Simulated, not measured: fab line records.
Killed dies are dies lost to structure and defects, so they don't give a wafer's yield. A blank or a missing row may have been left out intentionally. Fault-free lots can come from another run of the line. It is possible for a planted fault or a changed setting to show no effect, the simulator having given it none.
Split-lot study || flow n5 finfet || 39 wafers read from 7 lots, route of 1938 steps

THE SPLIT
At N5_PMOS_HMC_CHANNEL_EPI_EPI_20 (deposits SiGe30, target thk 59 nm), the setting temp c was moved away from the recipe's 600 C on 15 of the 39 wafers read, by -0.4% to +1.1%. This setting was run at the recipe's value on the other wafers.

Reading taken at the split's own step.

THE READING
SiGe30_of_PMOS_HMC_CHANNEL_EPI_EPI_20.thk nm (the simulator's own value, which no gauge read), in nm, at N5_PMOS_HMC_CHANNEL_EPI_EPI_20 (deposits SiGe30, target thk 59 nm). The file does not state a usual value for it. Across the 24 wafers here that went through the recipe, the average is 58.84 nm and the standard deviation 0.64 nm.

{"wafer": "L075.1", "tool, chamber at the split": "epi rpcvd-01, 0", "temp c as run, C": 600, "against the recipe": "recipe", "SiGe30_of_PMOS_HMC_CHANNEL_EPI_EPI_20.thk nm, nm": 58.65, "against lot-mates on the recipe": "-"}
{"wafer": "L075.2", "tool, chamber at the split": "epi rpcvd-01, 0", "temp c as run, C": 606.4, "against the recipe": "+1.1%", "SiGe30_of_PMOS_HMC_CHANNEL_EPI_EPI_20.thk nm, nm": 66.52, "against lot-mates on the recipe": "+7.65"}
{"wafer": "L075.3", "tool, chamber at the split": "epi rpcvd-01, 0", "temp c as run, C": 600, "against the recipe": "recipe", "SiGe30_of_PMOS_HMC_CHANNEL_EPI_EPI_20.thk nm, nm": 59.75, "against lot-mates on the recipe": "-"}
{"wafer": "L075.4", "tool, chamber at the split": "epi rpcvd-01, 0", "temp c as run, C": 606.4, "against the recipe": "+1.1%", "SiGe30_of_PMOS_HMC_CHANNEL_EPI_EPI_20.thk nm, nm": 66.78, "against lot-mates on the recipe": "+7.91"}
{"wafer": "L075.5", "tool, chamber at the split": "epi rpcvd-01, 0", "temp c as run, C": 600, "against the recipe": "recipe", "SiGe30_of_PMOS_HMC_CHANNEL_EPI_EPI_20.thk nm, nm": 58.2, "against lot-mates on the recipe": "-"}
{"wafer": "L075.6", "tool, chamber at the split": "epi rpcvd-01, 0", "temp c as run, C": 606.4, "against the recipe": "+1.1%", "SiGe30_of_PMOS_HMC_CHANNEL_EPI_EPI_20.thk nm, nm": 66.82, "against lot-mates on the recipe": "+7.95"}
{"wafer": "L077.1", "tool, chamber at the split": "epi rpcvd-04, 0", "temp c as run, C": 598, "against the recipe": "-0.3%", "SiGe30_of_PMOS_HMC_CHANNEL_EPI_EPI_20.thk nm, nm": 56.31, "against lot-mates on the recipe": -2.23}
{"wafer": "L077.2", "tool, chamber at the split": "epi rpcvd-04, 0", "temp c as run, C": 600, "against the recipe": "recipe", "SiGe30_of_PMOS_HMC_CHANNEL_EPI_EPI_20.thk nm, nm": 59.66, "against lot-mates on the recipe": "-"}
{"wafer": "L077.3", "tool, chamber at the split": "epi rpcvd-04, 0", "temp c as run, C": 600, "against the recipe": "recipe", "SiGe30_of_PMOS_HMC_CHANNEL_EPI_EPI_20.thk nm, nm": 57.6, "against lot-mates on the recipe": "-"}
{"wafer": "L077.4", "tool, chamber at the split": "epi rpcvd-04, 0", "temp c as run, C": 600, "against the recipe": "recipe", "SiGe30_of_PMOS_HMC_CHANNEL_EPI_EPI_20.thk nm, nm": 58.35, "against lot-mates on the recipe": "-"}
{"wafer": "L077.5", "tool, chamber at the split": "epi rpcvd-04, 0", "temp c as run, C": 598, "against the recipe": "-0.3%", "SiGe30_of_PMOS_HMC_CHANNEL_EPI_EPI_20.thk nm, nm": 56.61, "against lot-mates on the recipe": -1.93}
{"wafer": "L077.6", "tool, chamber at the split": "epi rpcvd-04, 0", "temp c as run, C": 598, "against the recipe": "-0.3%", "SiGe30_of_PMOS_HMC_CHANNEL_EPI_EPI_20.thk nm, nm": 56.09, "against lot-mates on the recipe": -2.45}
{"wafer": "L081.1", "tool, chamber at the split": "epi rpcvd-01, 0", "temp c as run, C": 600, "against the recipe": "recipe", "SiGe30_of_PMOS_HMC_CHANNEL_EPI_EPI_20.thk nm, nm": 58.58, "against lot-mates on the recipe": "-"}
{"wafer": "L081.2", "tool, chamber at the split": "epi rpcvd-01, 0", "temp c as run, C": 600, "against the recipe": "recipe", "SiGe30_of_PMOS_HMC_CHANNEL_EPI_EPI_20.thk nm, nm": 59.25, "against lot-mates on the recipe": "-"}
{"wafer": "L081.3", "tool, chamber at the split": "epi rpcvd-01, 0", "temp c as run, C": 602.4, "against the recipe": "+0.4%", "SiGe30_of_PMOS_HMC_CHANNEL_EPI_EPI_20.thk nm, nm": 61.38, "against lot-mates on the recipe": "+2.25"}
{"wafer": "L081.4", "tool, chamber at the split": "epi rpcvd-01, 0", "temp c as run, C": 602.4, "against the recipe": "+0.4%", "SiGe30_of_PMOS_HMC_CHANNEL_EPI_EPI_20.thk nm, nm": 61.89, "against lot-mates on the recipe": "+2.76"}
{"wafer": "L081.5", "tool, chamber at the split": "epi rpcvd-01, 0", "temp c as run, C": 602.4, "against the recipe": "+0.4%", "SiGe30_of_PMOS_HMC_CHANNEL_EPI_EPI_20.thk nm, nm": 62.37, "against lot-mates on the recipe": "+3.24"}
{"wafer": "L081.6", "tool, chamber at the split": "epi rpcvd-01, 0", "temp c as run, C": 600, "against the recipe": "recipe", "SiGe30_of_PMOS_HMC_CHANNEL_EPI_EPI_20.thk nm, nm": 59.55, "against lot-mates on the recipe": "-"}
{"wafer": "L082.1", "tool, chamber at the split": "epi rpcvd-04, 0", "temp c as run, C": 600, "against the recipe": "recipe", "SiGe30_of_PMOS_HMC_CHANNEL_EPI_EPI_20.thk nm, nm": 59.35, "against lot-mates on the recipe": "-"}
{"wafer": "L082.2", "tool, chamber at the split": "epi rpcvd-04, 0", "temp c as run, C": 600, "against the recipe": "recipe", "SiGe30_of_PMOS_HMC_CHANNEL_EPI_EPI_20.thk nm, nm": 59.48, "against lot-mates on the recipe": "-"}
{"wafer": "L082.3", "tool, chamber at the split": "epi rpcvd-04, 0", "temp c as run, C": 600, "against the recipe": "recipe", "SiGe30_of_PMOS_HMC_CHANNEL_EPI_EPI_20.thk nm, nm": 58.58, "against lot-mates on the recipe": "-"}
{"wafer": "L082.4", "tool, chamber at the split": "epi rpcvd-04, 0", "temp c as run, C": 600, "against the recipe": "recipe", "SiGe30_of_PMOS_HMC_CHANNEL_EPI_EPI_20.thk nm, nm": 58.99, "against lot-mates on the recipe": "-"}
{"wafer": "L082.5", "tool, chamber at the split": "epi rpcvd-04, 0", "temp c as run, C": 600, "against the recipe": "recipe", "SiGe30_of_PMOS_HMC_CHANNEL_EPI_EPI_20.thk nm, nm": 59.08, "against lot-mates on the recipe": "-"}
{"wafer": "L082.6", "tool, chamber at the split": "epi rpcvd-04, 0", "temp c as run, C": 600, "against the recipe": "recipe", "SiGe30_of_PMOS_HMC_CHANNEL_EPI_EPI_20.thk nm, nm": 60.18, "against lot-mates on the recipe": "-"}
{"wafer": "L090.1", "tool, chamber at the split": "epi rpcvd-01, 0", "temp c as run, C": 600, "against the recipe": "recipe", "SiGe30_of_PMOS_HMC_CHANNEL_EPI_EPI_20.thk nm, nm": 59.02, "against lot-mates on the recipe": "-"}
{"wafer": "L090.2", "tool, chamber at the split": "epi rpcvd-01, 0", "temp c as run, C": 600, "against the recipe": "recipe", "SiGe30_of_PMOS_HMC_CHANNEL_EPI_EPI_20.thk nm, nm": 59.09, "against lot-mates on the recipe": "-"}
{"wafer": "L090.6", "tool, chamber at the split": "epi rpcvd-01, 0", "temp c as run, C": 600, "against the recipe": "recipe", "SiGe30_of_PMOS_HMC_CHANNEL_EPI_EPI_20.thk nm, nm": 58.8, "against lot-mates on the recipe": "-"}
{"wafer": "L094.1", "tool, chamber at the split": "epi rpcvd-02, 0", "temp c as run, C": 600, "against the recipe": "recipe", "SiGe30_of_PMOS_HMC_CHANNEL_EPI_EPI_20.thk nm, nm": 57.82, "against lot-mates on the recipe": "-"}
{"wafer": "L094.2", "tool, chamber at the split": "epi rpcvd-02, 0", "temp c as run, C": 600, "against the recipe": "recipe", "SiGe30_of_PMOS_HMC_CHANNEL_EPI_EPI_20.thk nm, nm": 58.18, "against lot-mates on the recipe": "-"}
{"wafer": "L094.3", "tool, chamber at the split": "epi rpcvd-02, 0", "temp c as run, C": 600, "against the recipe": "recipe", "SiGe30_of_PMOS_HMC_CHANNEL_EPI_EPI_20.thk nm, nm": 58.09, "against lot-mates on the recipe": "-"}
{"wafer": "L094.4", "tool, chamber at the split": "epi rpcvd-02, 0", "temp c as run, C": 597.6, "against the recipe": "-0.4%", "SiGe30_of_PMOS_HMC_CHANNEL_EPI_EPI_20.thk nm, nm": 55.57, "against lot-mates on the recipe": -2.46}
{"wafer": "L094.5", "tool, chamber at the split": "epi rpcvd-02, 0", "temp c as run, C": 597.6, "against the recipe": "-0.4%", "SiGe30_of_PMOS_HMC_CHANNEL_EPI_EPI_20.thk nm, nm": 55.9, "against lot-mates on the recipe": -2.13}
{"wafer": "L094.6", "tool, chamber at the split": "epi rpcvd-02, 0", "temp c as run, C": 597.6, "against the recipe": "-0.4%", "SiGe30_of_PMOS_HMC_CHANNEL_EPI_EPI_20.thk nm, nm": 55.19, "against lot-mates on the recipe": -2.84}
{"wafer": "L095.1", "tool, chamber at the split": "epi rpcvd-01, 0", "temp c as run, C": 605.5, "against the recipe": "+0.9%", "SiGe30_of_PMOS_HMC_CHANNEL_EPI_EPI_20.thk nm, nm": 64.95, "against lot-mates on the recipe": "+6.29"}
{"wafer": "L095.2", "tool, chamber at the split": "epi rpcvd-01, 0", "temp c as run, C": 605.5, "against the recipe": "+0.9%", "SiGe30_of_PMOS_HMC_CHANNEL_EPI_EPI_20.thk nm, nm": 64.9, "against lot-mates on the recipe": "+6.24"}
{"wafer": "L095.3", "tool, chamber at the split": "epi rpcvd-01, 0", "temp c as run, C": 600, "against the recipe": "recipe", "SiGe30_of_PMOS_HMC_CHANNEL_EPI_EPI_20.thk nm, nm": 59.01, "against lot-mates on the recipe": "-"}
{"wafer": "L095.4", "tool, chamber at the split": "epi rpcvd-01, 0", "temp c as run, C": 605.5, "against the recipe": "+0.9%", "SiGe30_of_PMOS_HMC_CHANNEL_EPI_EPI_20.thk nm, nm": 65.24, "against lot-mates on the recipe": "+6.58"}
{"wafer": "L095.5", "tool, chamber at the split": "epi rpcvd-01, 0", "temp c as run, C": 600, "against the recipe": "recipe", "SiGe30_of_PMOS_HMC_CHANNEL_EPI_EPI_20.thk nm, nm": 58.11, "against lot-mates on the recipe": "-"}
{"wafer": "L095.6", "tool, chamber at the split": "epi rpcvd-01, 0", "temp c as run, C": 600, "against the recipe": "recipe", "SiGe30_of_PMOS_HMC_CHANNEL_EPI_EPI_20.thk nm, nm": 58.85, "against lot-mates on the recipe": "-"}

THE FIT
A straight line over all 39 wafers: SiGe30_of_PMOS_HMC_CHANNEL_EPI_EPI_20.thk nm changes by +7.27 nm for each +1% of temp c; r = +0.98; the points scatter about the line by 0.57 nm.
The same after taking each lot's own level away (the mean of its wafers on the recipe; 39 wafers): +7.03 nm for each +1%; r = +0.99; scatter 0.45 nm.
The reading moves by 7.5 nm for the largest change in temp c, on that fit.
Measured against the standard deviation above, the lots' own levels, which go from 58.030 to 59.277 nm, span 2.0 times it.
Consequently the slope shifts little with the lot-to-lot level, the two slopes agreeing.
Check: +7.54 nm against its lot-mates is what the line predicts for one of the wafers moved furthest among these (+1.1%) when that wafer is left out of the fit. Against them it came out at +7.65 nm.

THE FILE'S OWN FIT
SiGe30_of_PMOS_HMC_CHANNEL_EPI_EPI_20.thk nm changes by +7.07 nm for each +1% of temp c, r = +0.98.
